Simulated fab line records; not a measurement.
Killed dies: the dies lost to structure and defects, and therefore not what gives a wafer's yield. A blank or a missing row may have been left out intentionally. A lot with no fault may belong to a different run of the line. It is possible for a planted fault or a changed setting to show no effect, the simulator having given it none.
Chamber matching || flow nand_harc || rie_diel-05 running NHARC_P_GATE_DESCUM_31: 4 sister chambers
The step chemistry O2, time 3 s. 4 wafers are shown with their chamber, then 8 later ones without.

EACH WAFER AND ITS CHAMBER
{"wafer": "L237.1", "chamber": 0, "drypump_motor_current_A (A)": 5.8}
{"wafer": "L238.4", "chamber": 3, "drypump_motor_current_A (A)": 5.0}
{"wafer": "L238.6", "chamber": 2, "drypump_motor_current_A (A)": 4.7}
{"wafer": "L240.1", "chamber": 1, "drypump_motor_current_A (A)": 6.1}

WAFERS WHOSE CHAMBER IS MISSING
{"wafer": "L240.5", "drypump_motor_current_A (A)": 6.0}
{"wafer": "L240.6", "drypump_motor_current_A (A)": 5.8}
{"wafer": "L243.3", "drypump_motor_current_A (A)": 6.1}
{"wafer": "L243.4", "drypump_motor_current_A (A)": 4.8}
{"wafer": "L243.5", "drypump_motor_current_A (A)": 5.8}
{"wafer": "L253.3", "drypump_motor_current_A (A)": 5.0}
{"wafer": "L253.4", "drypump_motor_current_A (A)": 5.8}
{"wafer": "L253.6", "drypump_motor_current_A (A)": 5.8}

THE CHAMBER EACH PASSED THROUGH
{"wafer": "L240.5", "from the rows above": 1, "in truth": 1}
{"wafer": "L240.6", "from the rows above": 0, "in truth": 0}
{"wafer": "L243.3", "from the rows above": 1, "in truth": 1}
{"wafer": "L243.4", "from the rows above": 2, "in truth": 2}
{"wafer": "L243.5", "from the rows above": 0, "in truth": 0}
{"wafer": "L253.3", "from the rows above": 3, "in truth": 3}
{"wafer": "L253.4", "from the rows above": 0, "in truth": 0}
{"wafer": "L253.6", "from the rows above": 0, "in truth": 0}
Placed correctly: 8 of 8. Can't be placed from these rows: 0. Placed wrongly: 0.
How it was worked out, from the rows above alone: a wafer's distance from a chamber is the root of the sum, over the readings, of the square of ((its reading less the chamber's mean) divided by the reading's scatter). If the next closest chamber is less than 2 further off than the closest, the wafer can't be placed; otherwise it belongs to the closest. A chamber's mean is the mean of its shown wafers. The scatter: with one shown wafer a chamber, the root of the mean of the squares of how far each hidden wafer lies from its nearest shown one.
